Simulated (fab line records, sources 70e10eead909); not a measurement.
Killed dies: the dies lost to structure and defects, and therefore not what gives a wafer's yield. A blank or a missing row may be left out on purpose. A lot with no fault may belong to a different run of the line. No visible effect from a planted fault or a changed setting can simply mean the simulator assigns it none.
The tool behind it: which one? | flow nand_harc | 39 wafers from 13 lots sampled at 5 of the route's 1159 steps

== WHAT THE GAUGES READ, wafer by wafer ==
NHARC_A_CONTACT_CD_MEAS_80.
lot  | measured     | on        | cd_nm (nm)
L465 | day 16 23:56 | cd_sem-03 | 188.3 188.7 188.9
L467 | day 17 05:11 | cd_sem-02 | 189.6 189.1 189.8
L466 | day 17 07:55 | cd_sem-03 | 189.8 189.5 189.2
L470 | day 18 02:23 | cd_sem-02 | 189.9 189.5 190.3
L469 | day 18 05:52 | cd_sem-02 | 190.7 190.4 189.8
L473 | day 18 19:42 | cd_sem-02 | 190.5 190.1 190.4
L472 | day 18 21:38 | cd_sem-01 | 189.0 189.9 189.3
L475 | day 19 08:31 | cd_sem-02 | 191.3 190.4 190.6
L479 | day 19 18:17 | cd_sem-01 | 189.7 188.8 189.2
L476 | day 20 03:51 | cd_sem-01 | 189.3 190.0 190.0
L481 | day 20 14:30 | cd_sem-02 | 190.3 190.3 190.4
L483 | day 20 23:50 | cd_sem-01 | 190.8 190.7 190.6
L487 | day 21 17:47 | cd_sem-03 | 190.2 189.5 189.8

NHARC_END_SORT_01.
lot  | measured     | on        | killed_at_array | killed_at_other | killed_at_periphery | killed_dies | killed_open | killed_short
L476 | day 22 15:07 | prober-02 | 35 33 34        | 2 2 1           | 1 2 2               | 38 37 37    | 4 4 2       | 2 5 1
L481 | day 23 09:42 | prober-01 | 27 650 655      | 0 1 2           | 7 7 4               | 34 658 661  | 2 2 3       | 2 4 1
L487 | day 24 07:37 | prober-01 | 34 28 664       | 0 1 1           | 2 3 6               | 36 32 671   | 5 3 0       | 3 5 3

== EACH LOT AND THE TOOL THAT RAN IT (in order: tool; ch and the chambers of the sampled wafers; start) ==
lot  | NHARC_A_CONTACT_STRIP_82                      | NHARC_A_CONTACT_ETCH_89            | NHARC_A_CONTACT_ETCH_138
L465 | rie_diel-13 ch 0,1,2, day 17 03:33 or earlier | rie_diel-01 ch 0,1,2, day 17 03:33 | har_cap_etch-01 ch 0,1, day 17 04:56
L467 | rie_diel-04 ch 0,2, day 17 08:49 or earlier   | rie_diel-13 ch 1,2, day 17 08:49   | har_cap_etch-01 ch 0,1, day 17 10:12
L466 | rie_diel-13 ch 1,2,3, day 17 11:14 or earlier | rie_diel-01 ch 1,3, day 17 11:14   | har_cap_etch-03 ch 0,1, day 17 12:47
L470 | rie_diel-01 ch 0,2,3, day 18 07:04 or earlier | rie_diel-01 ch 1,2,3, day 18 07:04 | har_cap_etch-01 ch 0,1, day 18 08:25
L469 | rie_diel-01 ch 1,2,3, day 18 12:49 or earlier | rie_diel-01 ch 2,3, day 18 12:49   | har_cap_etch-01 ch 0,1, day 18 14:12
L473 | rie_diel-04 ch 2,3, day 19 00:05 or earlier   | rie_diel-01 ch 0,2,3, day 19 00:05 | har_cap_etch-03 ch 0,1, day 19 01:23
L472 | rie_diel-01 ch 0,3, day 19 02:49 or earlier   | rie_diel-01 ch 0,3, day 19 02:49   | har_cap_etch-01 ch 0,1, day 19 04:15
L475 | rie_diel-01 ch 1,2,3, day 19 11:41 or earlier | rie_diel-04 ch 0,1,2, day 19 11:41 | har_cap_etch-01 ch 0,1, day 19 13:04
L479 | rie_diel-04 ch 1,2,3, day 19 21:30 or earlier | rie_diel-04 ch 0,2, day 19 21:30   | har_cap_etch-02 ch 0,1, day 19 22:53
L476 | rie_diel-01 ch 0,2,3, day 20 09:24 or earlier | rie_diel-01 ch 1,2,3, day 20 09:24 | har_cap_etch-03 ch 0,1, day 20 10:46
L481 | rie_diel-13 ch 0,1,2, day 20 18:53 or earlier | rie_diel-01 ch 0,1,3, day 20 18:53 | har_cap_etch-03 ch 0,1, day 20 20:16
L483 | rie_diel-13 ch 0,3, day 21 03:00 or earlier   | rie_diel-13 ch 1,2, day 21 03:00   | har_cap_etch-02 ch 0,1, day 21 04:25
L487 | rie_diel-04 ch 0,1,3, day 21 21:31 or earlier | rie_diel-01 ch 0,1,2, day 21 21:31 | har_cap_etch-01 ch 0,1, day 21 22:54
- NHARC_A_CONTACT_STRIP_82: strips in O2.
- NHARC_A_CONTACT_ETCH_89: etches the open film in N2/H2, target depth 260 nm, time 475.3 s.
- NHARC_A_CONTACT_ETCH_138: etches the open film in C4F8/O2/Ar, time 132 s, target depth 1289 nm.

== AS READ BY THE TOOLS THEMSELVES (means over the sampled wafers that have a number; for cases with no such wafer, the mark the record gives instead) ==
NHARC_A_CONTACT_STRIP_82.
lot  | tool        | drypump_motor_current_A (A) | oes_product_au (a.u.) | rf_vpp_V (V) | showerhead_plenum_p_Torr (Torr) | throttle_valve_pct (%)
L465 | rie_diel-13 | 5.8                         | 0.994                 | 57.1         | 3.41                            | 17.038
L467 | rie_diel-04 | 6.0                         | 0.988                 | 57.5         | 3.46                            | 17.024
L466 | rie_diel-13 | 5.8                         | 0.998                 | 57.8         | 3.55                            | 17.037
L470 | rie_diel-01 | 5.4                         | 1.005                 | 57.6         | 3.44                            | 17.026
L469 | rie_diel-01 | 5.4                         | 0.992                 | 57.2         | 3.35                            | 17.035
L473 | rie_diel-04 | 6.3                         | 0.999                 | 58.4         | 3.64                            | 17.032
L472 | rie_diel-01 | 5.2                         | 0.997                 | 57.9         | 3.55                            | 17.044
L475 | rie_diel-01 | 5.4                         | 1.011                 | 57.9         | 3.34                            | 17.047
L479 | rie_diel-04 | 6.3                         | 1.005                 | 57.8         | 3.54                            | 17.038
L476 | rie_diel-01 | 5.4                         | 1.000                 | 57.9         | 3.43                            | 17.035
L481 | rie_diel-13 | 5.8                         | 0.998                 | 57.6         | 3.40                            | 17.042
L483 | rie_diel-13 | 5.3                         | 0.996                 | 57.3         | 3.45                            | 17.037
L487 | rie_diel-04 | 6.2                         | 1.008                 | 58.9         | 3.54                            | 17.047

NHARC_A_CONTACT_ETCH_89.
lot  | tool        | drypump_motor_current_A (A) | oes_product_au (a.u.) | rf_vpp_V (V) | showerhead_plenum_p_Torr (Torr) | throttle_valve_pct (%)
L465 | rie_diel-01 | 5.1                         | 0.992                 | 429.1        | 2.00                            | 14.178
L467 | rie_diel-13 | 6.0                         | 0.992                 | 429.6        | 1.99                            | 14.177
L466 | rie_diel-01 | 5.6                         | 1.007                 | 427.0        | 1.93                            | 14.175
L470 | rie_diel-01 | 5.4                         | 0.998                 | 427.2        | 1.93                            | 14.177
L469 | rie_diel-01 | 5.5                         | 1.000                 | 427.3        | 1.91                            | 14.173
L473 | rie_diel-01 | 5.3                         | 0.998                 | 428.9        | 1.98                            | 14.176
L472 | rie_diel-01 | 5.2                         | 1.004                 | 429.6        | 2.05                            | 14.171
L475 | rie_diel-04 | 6.2                         | 1.003                 | 430.3        | 2.04                            | 14.172
L479 | rie_diel-04 | 6.1                         | 1.003                 | 431.3        | 2.10                            | 14.177
L476 | rie_diel-01 | 5.4                         | 1.002                 | 427.1        | 1.92                            | 14.175
L481 | rie_diel-01 | 5.3                         | 0.880                 | 428.9        | 1.99                            | 14.173
L483 | rie_diel-13 | 6.1                         | 1.001                 | 428.6        | 1.98                            | 14.173
L487 | rie_diel-01 | 5.1                         | 0.934                 | 428.6        | 1.99                            | 14.172

== THE ANSWER, worked out from the rows above alone ==
Rule: the lots themselves supply what counts as usual. The widest of any qualifying gaps counts: lots, ordered by their means at a reading, are off when they make up no more than a third of the lots, leave a main group of 4 or more, and stand apart from it by 3 or more times the standard deviation of that group's means. Not used: any main group whose means are identical at the precision the tables above print for the reading. Also off: a lot with no number at a reading for which 4 or more lots have one. All remaining lots with rows at the step are treated as sound. Order of review: gauges by route order, followed by the tools' own readings, for which a lot's mean as printed above is used. The first step at which some lot is off is used, and at that step the reading that is off furthest; a lot without a number counts as furthest.
Off, at NHARC_A_CONTACT_ETCH_89 on oes_product_au: L481, L487. Main group: mean 1.000 a.u., sd 0.0045.
A tool fits if, at that step or a process step before it, it ran every lot that is off, and no sound lot after the first of them. NHARC_A_CONTACT_STRIP_82 gives no start for some lots, so the hours and the order of its lots are those of NHARC_A_CONTACT_ETCH_89. One fits: NHARC_A_CONTACT_ETCH_89 on rie_diel-01. A fault onset in the window from L476 (day 20 09:24, its last sound lot) to L481 (day 20 18:53, its first lot off) fits.
On the lots that are off, the tool's own readings at NHARC_A_CONTACT_ETCH_89 differ by more than 5 times the standard deviation of the sound lots' means, which bears it out; oes_product_au reads 0.907 a.u. there versus 1.000 a.u. on the sound lots.

== WHAT WAS PUT IN BY THE SIMULATOR ==
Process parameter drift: rie_diel-01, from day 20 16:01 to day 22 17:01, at NHARC_A_CONTACT_ETCH_89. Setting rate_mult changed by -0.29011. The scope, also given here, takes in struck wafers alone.
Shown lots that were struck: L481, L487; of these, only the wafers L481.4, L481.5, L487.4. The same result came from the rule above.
